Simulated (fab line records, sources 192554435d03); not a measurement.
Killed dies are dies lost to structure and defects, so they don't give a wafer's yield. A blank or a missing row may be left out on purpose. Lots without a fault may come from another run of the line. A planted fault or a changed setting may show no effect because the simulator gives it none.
A struck lot beside a sound one | flow n5_finfet | 16 steps out of a route of 1938
Sound: wafers L899.1, L899.5, L899.6. Struck: wafer L910.1. (L910.2, L910.4 of the same lot were not struck and are left out.) The cause comes at the end.
At each step with rows: each side's tool, then ch and its chambers, then its first start. Under that, the readings that differ: sound wafers | struck wafers | difference of the means | sigmas: that difference in standard deviations of wafers without a fault.
alike: readings whose means differ by less than 2 such deviations, and words and numbers that are the same on both sides. not compared: withheld readings, readings that some wafer has no value for, bounds like >300 that may hide the same value, and numbers for which the record gives no deviation and whose values overlap.
The two part at a step that has a row with sigmas, a row that says differs or no value, or rows on one side only. Numbers that don't overlap but have no deviation are shown without sigmas and don't part them. A reading that every wafer of one side lacks parts them only if that side has two wafers or more.

first, 6 steps without rows for these wafers: N5_BEOL_M3_COAT_22 (resist thk 30 nm); N5_BEOL_M3_EBR_24; N5_BEOL_M3_SOFTBAKE_23 (time 60 s); N5_BEOL_M3_EXPOSE_25 (exposes mask V2, defocus 5 nm); N5_BEOL_M3_PEB_26 (peb time 60 s); N5_BEOL_M3_DEVELOP_27 (develop time 30 s).
N5_BEOL_M3_CD_MEAS_28: target cd 25.7 nm, target cd y 23.3 nm.
  sound on cd_sem-01 ch 0, day 8 20:20; struck on cd_sem-03 ch 0, day 12 00:24
  alike: cd_nm
N5_BEOL_M3_OVL_MEAS_29:
  sound on overlay-01 ch 0, day 8 20:22; struck on overlay-02 ch 0, day 12 00:26
  alike: V2_OVL
N5_BEOL_M3_INSPECT_30: inspects for defects (brightfield).
  sound on defect_inspect-02, day 8 20:25; struck on defect_inspect-01, day 12 00:32
  alike: raw_defect_count
N5_BEOL_M3_DESCUM_33: chemistry O2, time 7 s.
  sound on rie_diel-01 ch 0,1, day 8 20:34; struck on rie_diel-01 ch 1, day 12 00:35
  alike: bias_power_w, drypump_motor_current_A, oes_product_au, rf_vpp_V, showerhead_plenum_p_Torr, throttle_valve_pct
  not compared: rf_hours_counter_h
N5_BEOL_M3_ETCH_77: etches underlayer in N2/H2, target depth 6.5 nm, time 5.2 s.
  sound on rie_diel-01 ch 0,1, day 8 20:37; struck on rie_diel-01 ch 1, day 12 00:37
  alike: drypump_motor_current_A, etch_rf_on_time_s, oes_product_au, rf_vpp_V, showerhead_plenum_p_Torr, throttle_valve_pct
  not compared: rf_hours_counter_h
N5_BEOL_M3_ETCH_69: etches SiARC in CF4, target depth 15.6 nm, time 26 s.
  sound on rie_diel-01 ch 0,1, day 8 20:38; struck on rie_diel-01 ch 1, day 12 00:38
  alike: cf4_flow_sccm, drypump_motor_current_A, etch_rf_on_time_s, oes_product_au, rf_vpp_V, showerhead_plenum_p_Torr, throttle_valve_pct
  not compared: rf_hours_counter_h
N5_BEOL_M3_ALD_98: deposits SiO2, target thk 2.5 nm, pulse time 1 s, co reactant pulse time 1 s.
  sound on ald_sin-02 ch 1,2, day 8 20:55; struck on ald_sin-02 ch 0, day 12 00:43
  reading    | sound    | struck | difference | sigmas
  ald_cycles | 17 17 17 | 16     | -1         |
  alike: heater_power_w, precursor_pulse_height_rel
N5_BEOL_M3_ETCHBACK_99: etches SiO2 in CHF3, target depth 5 nm, time 10.4 s.
  sound on rie_diel-01 ch 0,2,3, day 9 04:17; struck on rie_diel-03 ch 1, day 12 08:11
  reading                     | sound          | struck | difference | sigmas
  drypump_motor_current_A (A) | 5.3 5.5 6.0    | 6.6    | +1.0       | +2
  oes_product_au (a.u.)       | 0.89 0.89 0.85 | 0.74   | -0.14      | -2
  alike: rf_vpp_V, showerhead_plenum_p_Torr, throttle_valve_pct
  not compared: rf_hours_counter_h
N5_BEOL_M4_RC_MEAS_101:
  sound on prober-02 ch 0, day 10 00:21; struck on prober-01 ch 0, day 12 23:34
  alike: DIBL_N, DIBL_P, IOFF_N, IOFF_P, ION_N, ION_P, SS_N, SS_P, VT_N, VT_P
-- the record jumps here: 4 days lie between the struck wafers' starts before and after (it left off in module BEOL_M4 and takes up again in module PASSIVATION, whose first step shown is number 1936 of the route) --
N5_PASSIVATION_PROBE_49:
  sound on prober-02, day 14 19:59; struck on prober-02, day 17 10:02
  reading            | sound    | struck | difference | sigmas
  killed_at_contacts | 23 20 21 | 7      | -14        | -2
  alike: defect_limited_yield, killed_at_M0_to_M3, killed_at_M4_up, killed_at_front_end, killed_at_other, killed_dies, killed_open, killed_short, sort_bin_4_leakage, sort_bin_5_function, sort_bin_6_memory, sort_n_pass, sort_yield_pct

WHERE THEY PART
First at N5_BEOL_M3_ETCHBACK_99; last, within this record, at N5_PASSIVATION_PROBE_49.

WHY: what the simulator had put in
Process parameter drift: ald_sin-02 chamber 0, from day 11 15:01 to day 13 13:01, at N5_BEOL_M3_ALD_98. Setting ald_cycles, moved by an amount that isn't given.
